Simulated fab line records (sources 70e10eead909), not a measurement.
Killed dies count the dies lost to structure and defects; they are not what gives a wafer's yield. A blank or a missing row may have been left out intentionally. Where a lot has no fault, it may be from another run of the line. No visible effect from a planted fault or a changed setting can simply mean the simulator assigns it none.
fab line records + flow nand-harc
record
- lots=6
- wafers=18
- last-day=33
route steps=1302 shown P_ZERO_WELL@16
lots that met no fault: taken from a fault-free run of the same line
start-h: hours from the record's opening day to when the first of the lot's shown wafers began + wait-h: time in hours since the lot's previous step + " same as the row above + L1.1+2: a single row standing in for several wafers + - either no value or no given start + * or withheld: withheld + < > ~ a bound
route shown NAME@n: NAME is a module with steps in the file, n the number in the route of the first one + usual: average and standard deviation across the fault-free wafers + same: alike in all rows + chamber/n: place in a boat + sites: the reading at each site + _std_site: how widely they spread, as a standard deviation + _edge_site: mean of outer sites minus mean of inner sites + radius-mm: for every site, how far away it sits from the centre of the wafer + mask NAME#n: copy n + behind: the tool/chamber that last shaped the wafer + hold: cause of the lot's hold/its duration in hours/its outcome + device: whichever transistor did not switch (one of n, p or np) + end of line: at the end of the route, the tests of the same wafers + for a step that has no rows: nothing shown but its recipe + killed: dies lost to structure and defects at the first sort, not the wafer's yield + map: shows each die of a wafer: x if killed, . if not, _ if none is there
set.NAME: the setting that was run; set.NAME@STEP: the one run at that earlier step + model.NAME: the simulator's own value behind a step, which no gauge read
lots at some steps of the route; a table a step, a row a wafer
services: from which hour (start-h, from the record's first day; less than 0 if before it) a tool's chamber was out of use, for how many hours, and why
## steps
# step NHARC_P_ZERO_WELL_DESCUM_13
# recipe
- time-s=3
- o2-flow-sccm=200
- ar-flow-sccm=0
- bias-power-w=0
- chemistry=O2
# usual
- drypump-motor-current-A=5.9/0.54
- o2-flow-sccm=200.1/0.6
- oes-product-au=0.998/0.0068
- rf-vpp-V=57.7/0.91
- showerhead-plenum-p-Torr=1.90/0.071
- throttle-valve-pct=11.311/0.0095
| lot.wafer | tool        | chamber | start-h | wait-h | drypump-motor-current-A | o2-flow-sccm | oes-product-au | rf-hours-counter-h | rf-vpp-V | showerhead-plenum-p-Torr | throttle-valve-pct |
|-----------|-------------|---------|---------|--------|-------------------------|--------------|----------------|--------------------|----------|--------------------------|--------------------|
| L426.3    | rie-diel-07 | 3       | 41.28   | -      | 5.1                     | 200.3        | 1.000          | 31                 | 56.3     | 1.89                     | 11.297             |
| L426.2    | "           | 0       | "       | "      | 6.0                     | 199.6        | 1.007          | 28                 | 57.3     | 1.98                     | 11.307             |
| L426.5    | "           | 3       | "       | "      | 5.1                     | 200.4        | 1.002          | -                  | 56.4     | 1.89                     | 11.294             |
| L431.4    | rie-diel-02 | 3       | 91.27   | -      | 5.4                     | 200.6        | 0.998          | 11                 | 57.3     | 1.92                     | 11.317             |
| L431.1    | "           | 0       | "       | "      | 4.9                     | 200.4        | 1.005          | 14                 | 57.4     | 1.79                     | 11.297             |
| L431.3    | "           | 2       | "       | "      | 5.5                     | 200.4        | 0.996          | 13                 | 57.0     | 1.83                     | 11.312             |
| L436.3    | rie-diel-02 | 2       | 141.40  | -      | 5.4                     | 200.7        | 1.001          | 26                 | 56.1     | 1.82                     | 11.316             |
| L436.1    | "           | 3       | "       | "      | 5.4                     | 199.3        | 1.015          | 25                 | 57.8     | 1.92                     | 11.320             |
| L436.5    | "           | 1       | "       | "      | 5.7                     | 199.4        | 1.008          | -                  | 58.3     | 1.87                     | 11.312             |
| L437.4    | rie-diel-07 | 0       | 151.40  | -      | 6.1                     | 200.2        | 0.997          | 7                  | 58.1     | 1.97                     | 11.310             |
| L437.1    | "           | 1       | "       | "      | 6.1                     | 200.0        | 0.995          | 6                  | 58.6     | 2.07                     | 11.323             |
| L437.6    | "           | 3       | "       | "      | 5.0                     | 201.3        | 0.991          | -                  | 57.6     | 1.88                     | 11.329             |
| L442.2    | rie-diel-07 | 0       | 201.54  | -      | 6.0                     | 200.1        | 0.990          | 31                 | 58.1     | 1.97                     | 11.309             |
| L442.4    | "           | 1       | "       | "      | 6.1                     | 200.1        | 0.986          | 33                 | 57.0     | 2.07                     | 11.318             |
| L442.5    | "           | 3       | "       | "      | 5.1                     | 200.4        | 0.995          | -                  | 58.8     | 1.87                     | 11.320             |
| L444.3    | rie-diel-04 | 3       | 222.47  | -      | 6.0                     | 200.0        | 1.002          | 10                 | 56.7     | 1.88                     | 11.301             |
| L444.5    | "           | 3       | "       | "      | 6.0                     | 201.1        | 0.995          | -                  | 55.8     | 1.88                     | 11.293             |
| L444.6    | "           | 0       | "       | "      | 6.1                     | 200.0        | 0.995          | -                  | 56.9     | 1.81                     | 11.304             |
# step NHARC_P_ZERO_WELL_ETCH_65
# recipe
- target-depth-a=800
- overetch-a=240
- time-s=87.88
- ion-energy-ev=200
- n2-flow-sccm=150
- h2-flow-sccm=150
- ar-flow-sccm=0
- rf-w=400
- bias-w=150
- chemistry=N2/H2
# usual
- drypump-motor-current-A=5.9/0.56
- oes-product-au=0.998/0.0066
- rf-vpp-V=430.2/2.3
- showerhead-plenum-p-Torr=2.03/0.081
- throttle-valve-pct=14.171/0.0093
| lot.wafer | tool        | chamber | start-h | wait-h | drypump-motor-current-A | oes-product-au | rf-hours-counter-h | rf-vpp-V | showerhead-plenum-p-Torr | throttle-valve-pct |
|-----------|-------------|---------|---------|--------|-------------------------|----------------|--------------------|----------|--------------------------|--------------------|
| L426.3    | rie-diel-07 | 3       | 41.38   | 0.1    | 5.1                     | 1.001          | 31                 | 429.8    | 2.01                     | 14.178             |
| L426.2    | "           | 0       | "       | "      | 6.0                     | 1.000          | 28                 | 431.8    | 2.12                     | 14.169             |
| L426.5    | "           | 2       | "       | "      | 6.5                     | 0.995          | -                  | 431.7    | 2.09                     | 14.164             |
| L431.4    | rie-diel-02 | 3       | 91.36   | 0.1    | 5.3                     | 0.995          | 11                 | 430.0    | 2.05                     | 14.178             |
| L431.3    | "           | 0       | "       | "      | 4.9                     | 0.992          | 14                 | 428.5    | 1.91                     | 14.172             |
| L431.1    | "           | 1       | "       | "      | 5.7                     | 1.002          | 16                 | 429.7    | 1.99                     | 14.170             |
| L436.1    | rie-diel-02 | 1       | 141.48  | 0.1    | 5.7                     | 1.004          | 28                 | 429.0    | 1.99                     | 14.185             |
| L436.3    | "           | 0       | "       | "      | 4.9                     | 0.994          | 28                 | 426.6    | 1.90                     | 14.171             |
| L436.5    | "           | 1       | "       | "      | 5.7                     | 1.005          | -                  | 429.6    | 1.99                     | 14.182             |
| L437.1    | rie-diel-07 | 3       | 151.49  | 0.1    | 5.1                     | 1.002          | 7                  | 428.2    | 2.00                     | 14.165             |
| L437.4    | "           | 1       | "       | "      | 6.1                     | 0.992          | 7                  | 435.4    | 2.22                     | 14.157             |
| L437.6    | "           | 2       | "       | "      | 6.5                     | 1.018          | -                  | 430.8    | 2.08                     | 14.162             |
| L442.4    | rie-diel-07 | 2       | 201.61  | 0.1    | 6.5                     | 1.005          | 30                 | 431.7    | 2.07                     | 14.162             |
| L442.2    | "           | 0       | "       | "      | 6.1                     | 1.001          | 31                 | 431.8    | 2.10                     | 14.168             |
| L442.5    | "           | 3       | "       | "      | 5.1                     | 1.006          | -                  | 428.3    | 1.99                     | 14.177             |
| L444.3    | rie-diel-04 | 2       | 222.58  | 0.1    | 6.3                     | 0.991          | 12                 | 428.9    | 1.99                     | 14.167             |
| L444.5    | "           | 2       | "       | "      | 6.3                     | 0.994          | -                  | 428.3    | 1.99                     | 14.172             |
| L444.6    | "           | 3       | "       | "      | 6.0                     | 0.994          | -                  | 430.3    | 2.01                     | 14.184             |
# step NHARC_P_ZERO_WELL_ETCH_62
# recipe
- target-depth-a=130
- time-s=6.5
- chf3-flow-sccm=50
- ar-flow-sccm=200
- rf-w=500
- bias-w=200
- chemistry=CHF3/Ar
# usual
- chf3-flow-sccm=50.02/0.14
- drypump-motor-current-A=5.9/0.54
- oes-product-au=0.958/0.017
- rf-vpp-V=370.2/2
- showerhead-plenum-p-Torr=2.33/0.087
- throttle-valve-pct=20.216/0.0091
| lot.wafer | tool        | chamber | start-h | wait-h | chf3-flow-sccm | drypump-motor-current-A | oes-product-au | rf-hours-counter-h | rf-vpp-V | showerhead-plenum-p-Torr | throttle-valve-pct |
|-----------|-------------|---------|---------|--------|----------------|-------------------------|----------------|--------------------|----------|--------------------------|--------------------|
| L426.2    | rie-diel-07 | 0       | -       | -      | 49.95          | 6.1                     | 0.949          | 28                 | 371.8    | 2.43                     | 20.213             |
| L426.3    | "           | 1       | "       | "      | 49.88          | 6.1                     | 0.959          | 26                 | 368.9    | 2.18                     | 20.227             |
| L426.5    | "           | 0       | "       | "      | 50.22          | 6.1                     | 0.946          | -                  | 371.5    | 2.43                     | 20.210             |
| L431.1    | rie-diel-02 | 3       | -       | -      | 50.09          | 5.3                     | 0.963          | 11                 | 370.0    | 2.35                     | 20.226             |
| L431.4    | "           | 0       | "       | "      | 49.80          | 4.9                     | 0.960          | 14                 | 367.0    | 2.20                     | 20.220             |
| L431.3    | "           | 1       | "       | "      | 50.02          | 5.7                     | 0.980          | 16                 | 369.1    | 2.29                     | 20.217             |
| L436.1    | rie-diel-02 | 2       | -       | -      | 50.20          | 5.4                     | 0.959          | 26                 | 369.8    | 2.24                     | 20.211             |
| L436.3    | "           | 3       | "       | "      | 49.92          | 5.4                     | 0.982          | 25                 | 371.9    | 2.35                     | 20.213             |
| L436.5    | "           | 0       | "       | "      | 49.72          | 4.9                     | 0.987          | -                  | 366.8    | 2.20                     | 20.222             |
| L437.1    | rie-diel-07 | 2       | -       | -      | 49.98          | 6.5                     | 0.974          | 6                  | 371.6    | 2.39                     | 20.224             |
| L437.4    | "           | 3       | "       | "      | 50.17          | 5.1                     | 0.960          | 7                  | 368.9    | 2.30                     | 20.208             |
| L437.6    | "           | 1       | "       | "      | 50.07          | 6.1                     | 0.970          | -                  | 373.3    | 2.53                     | 20.214             |
| L442.2    | rie-diel-07 | 0       | -       | -      | 50.00          | 6.0                     | 0.969          | 31                 | 372.5    | 2.41                     | 20.219             |
| L442.4    | "           | 1       | "       | "      | 49.96          | 6.1                     | 0.969          | 33                 | 373.3    | 2.52                     | 20.192             |
| L442.5    | "           | 1       | "       | "      | 50.22          | 6.1                     | 0.976          | -                  | 374.0    | 2.52                     | 20.216             |
| L444.3    | rie-diel-04 | 1       | -       | -      | 49.93          | 6.7                     | 0.962          | 12                 | 372.0    | 2.44                     | 20.214             |
| L444.5    | "           | 0       | "       | "      | 50.21          | 6.1                     | 0.954          | -                  | 368.1    | 2.22                     | 20.220             |
| L444.6    | "           | 1       | "       | "      | 50.09          | 6.8                     | 0.961          | -                  | 374.0    | 2.44                     | 20.223             |
# step NHARC_P_ZERO_WELL_ETCH_63
# recipe
- target-depth-a=1200
- time-s=40.1
- hbr-flow-sccm=150
- cl2-flow-sccm=50
- rf-w=400
- icp-w=400
- bias-w=100
- chemistry=HBr/Cl2
# usual
- drypump-motor-current-A=5.7/0.44
- oes-product-au=0.999/0.0073
- throttle-valve-pct=26.405/0.01
| lot.wafer | tool      | chamber | start-h | wait-h | drypump-motor-current-A | oes-product-au | rf-hours-counter-h | throttle-valve-pct |
|-----------|-----------|---------|---------|--------|-------------------------|----------------|--------------------|--------------------|
| L426.3    | rie-si-01 | 2       | 41.57   | -      | 6.0                     | 1.011          | 0.07               | 26.380             |
| L426.2    | "         | 3       | "       | "      | 5.3                     | 1.005          | 0.07               | 26.401             |
| L426.5    | "         | 0       | "       | "      | 5.6                     | 1.013          | -                  | 26.407             |
| L431.3    | rie-si-06 | 0       | 91.53   | -      | 5.0                     | 0.985          | 0.13               | 26.405             |
| L431.4    | "         | 1       | "       | "      | 6.1                     | 0.994          | 0.04               | 26.415             |
| L431.1    | "         | 3       | "       | "      | 5.9                     | 0.984          | 0.13               | 26.408             |
| L436.3    | rie-si-06 | 0       | 141.65  | -      | 5.0                     | 1.002          | 0.47               | 26.401             |
| L436.1    | "         | 3       | "       | "      | 5.8                     | 1.014          | 0.46               | 26.390             |
| L436.5    | "         | 0       | "       | "      | 4.9                     | 0.999          | -                  | 26.410             |
| L437.1    | rie-si-01 | 2       | 151.67  | -      | 6.0                     | 1.002          | 0.69               | 26.411             |
| L437.4    | "         | 0       | "       | "      | 5.7                     | 1.017          | 0.77               | 26.403             |
| L437.6    | "         | 2       | "       | "      | 6.0                     | 1.005          | -                  | 26.412             |
| L442.4    | rie-si-05 | 3       | 201.79  | -      | 5.4                     | 0.999          | 0.32               | 26.379             |
| L442.2    | "         | 0       | "       | "      | 5.0                     | 0.996          | 0.39               | 26.417             |
| L442.5    | "         | 3       | "       | "      | 5.4                     | 0.997          | -                  | 26.399             |
| L444.3    | rie-si-01 | 3       | 222.92  | -      | 5.3                     | 0.987          | 0.08               | 26.410             |
| L444.6    | "         | 0       | "       | "      | 5.6                     | 1.007          | -                  | 26.414             |
| L444.5    | "         | 1       | "       | "      | 6.2                     | 1.001          | -                  | 26.414             |
# step NHARC_P_ZERO_WELL_STRIP_15
# recipe
- time-s=900
- temp-c=130
- chemistry=SPM
# step NHARC_P_ZERO_WELL_DEHYDRATE_16
# recipe
- temp-c=150
- time-s=120
# step NHARC_P_ZERO_WELL_HMDS_17
# recipe
- time-s=30
# step NHARC_P_ZERO_WELL_COAT_18
# recipe
- spin-rpm=withheld
# step NHARC_P_ZERO_WELL_SOFTBAKE_19
# recipe
- temp-c=122
- time-s=95
# step NHARC_P_ZERO_WELL_EBR_20
# step NHARC_P_ZERO_WELL_EXPOSE_21
# recipe
- na=0.6
- target-cd-nm=720
- dose-mj=22.31
- mask-id=P_NWELL
# step NHARC_P_ZERO_WELL_PEB_22
# recipe
- peb-temp-c=118
- peb-time-s=85
# step NHARC_P_ZERO_WELL_DEVELOP_23
# recipe
- time-s=70
# usual
- chill-plate-temp-C=22.96/0.12
- exhaust-pa=45.1/0.95
| lot.wafer | tool           | chamber | start-h | wait-h | chill-plate-temp-C | exhaust-pa |
|-----------|----------------|---------|---------|--------|--------------------|------------|
| L426.2    | litho-track-03 | 0       | 42      | -      | 22.90              | 45.0       |
| L426.3    | "              | 0       | "       | "      | 22.91              | 46.1       |
| L426.5    | "              | 0       | "       | "      | 22.90              | 44.9       |
| L431.1    | litho-track-07 | 0       | 92      | -      | 22.97              | 43.9       |
| L431.3    | "              | 0       | "       | "      | 23.06              | 45.0       |
| L431.4    | "              | 0       | "       | "      | 22.89              | 44.5       |
| L436.1    | litho-track-03 | -       | 142     | -      | -                  | -          |
| L436.3    | "              | -       | "       | "      | -                  | -          |
| L436.5    | "              | -       | "       | "      | -                  | -          |
| L437.1    | litho-track-02 | -       | 152     | -      | -                  | -          |
| L437.4    | "              | -       | "       | "      | -                  | -          |
| L437.6    | "              | -       | "       | "      | -                  | -          |
| L442.2    | litho-track-07 | 0       | 202     | -      | 22.96              | 45.1       |
| L442.4    | "              | 0       | "       | "      | 23.15              | 45.3       |
| L442.5    | "              | 0       | "       | "      | 23.23              | 44.3       |
| L444.3    | litho-track-03 | 0       | 223     | -      | 22.67              | 44.8       |
| L444.5    | "              | 0       | "       | "      | 22.81              | 44.4       |
| L444.6    | "              | 0       | "       | "      | 22.88              | 44.0       |
## services
| tool           | chamber | start-h | hours | kind   |
|----------------|---------|---------|-------|--------|
| rie-si-06      | 2       | 19.03   | 8.0   | repair |
| rie-diel-04    | -       | 20.23   | 0.7   | repair |
| rie-si-05      | 1       | 22.69   | 5.9   | repair |
| rie-diel-02    | 1       | 30.07   | 10.9  | repair |
| rie-diel-02    | -       | 39.73   | 9.0   | pm     |
| rie-si-06      | 3       | 49.21   | 6.2   | repair |
| rie-si-06      | 3       | 66.99   | 1.6   | repair |
| rie-si-06      | -       | 72.00   | 9.0   | pm     |
| litho-track-07 | -       | 76.00   | 7.0   | pm     |
| rie-diel-07    | 1       | 80.62   | 7.5   | repair |
| rie-diel-07    | 2       | 86.21   | 2.4   | repair |
| litho-track-03 | -       | 100.00  | 7.0   | pm     |
| rie-diel-07    | -       | 105.69  | 0.4   | repair |
| rie-diel-07    | -       | 119.37  | 9.0   | pm     |
| rie-diel-04    | 2       | 122.02  | 11.2  | repair |
| rie-diel-04    | 0       | 126.27  | 2.3   | repair |
| rie-diel-04    | 1       | 133.26  | 13.0  | repair |
| rie-diel-07    | 2       | 135.11  | 1.5   | repair |
| rie-diel-02    | -       | 146.75  | 0.8   | repair |
| rie-diel-04    | 2       | 170.29  | 5.6   | repair |
| rie-si-06      | 0       | 174.39  | 6.8   | repair |
| rie-diel-04    | -       | 178.27  | 9.0   | pm     |
| rie-si-01      | -       | 193.00  | 9.0   | pm     |
| rie-diel-02    | -       | 216.99  | 9.0   | pm     |
## key
first-sign
- step=NHARC_P_ZERO_WELL_DEVELOP_23
- reading=tool-record
- direction=missing
effect none on later readings
met-at NHARC_P_ZERO_WELL_DEVELOP_23
struck-wafers L436.1,L436.3,L436.5,L437.1,L437.4,L437.6
later-rows-left-out L436.1,L436.3,L436.5,L437.1,L437.4,L437.6
sort-left-out L436.1,L436.3,L436.5,L437.1,L437.4,L437.6
tester-left-out L436,L437
onset-between 42 142
fault
- kind=skipped-step-whole
- tool=litho-track-02,litho-track-03
- chamber=-
- onset-h=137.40
- steps=NHARC_P_ZERO_WELL_DEVELOP_23
- scope=struck-lots-only
# tester-left-out: of these lots the tester's yield and bins aren't shown, on N5 and GAA mostly nor the transistor test; their killed dies are dies lost to structure and defects alone, not to doping, threshold or leakage, so they don't give the yield
# sort-left-out: the simulated sort isn't trusted on such a fault, so these wafers' sort isn't shown, and their yield isn't known
# later-rows-left-out: the simulator's readings of these wafers behind a module that went badly wrong aren't trusted and aren't shown, but for the sort
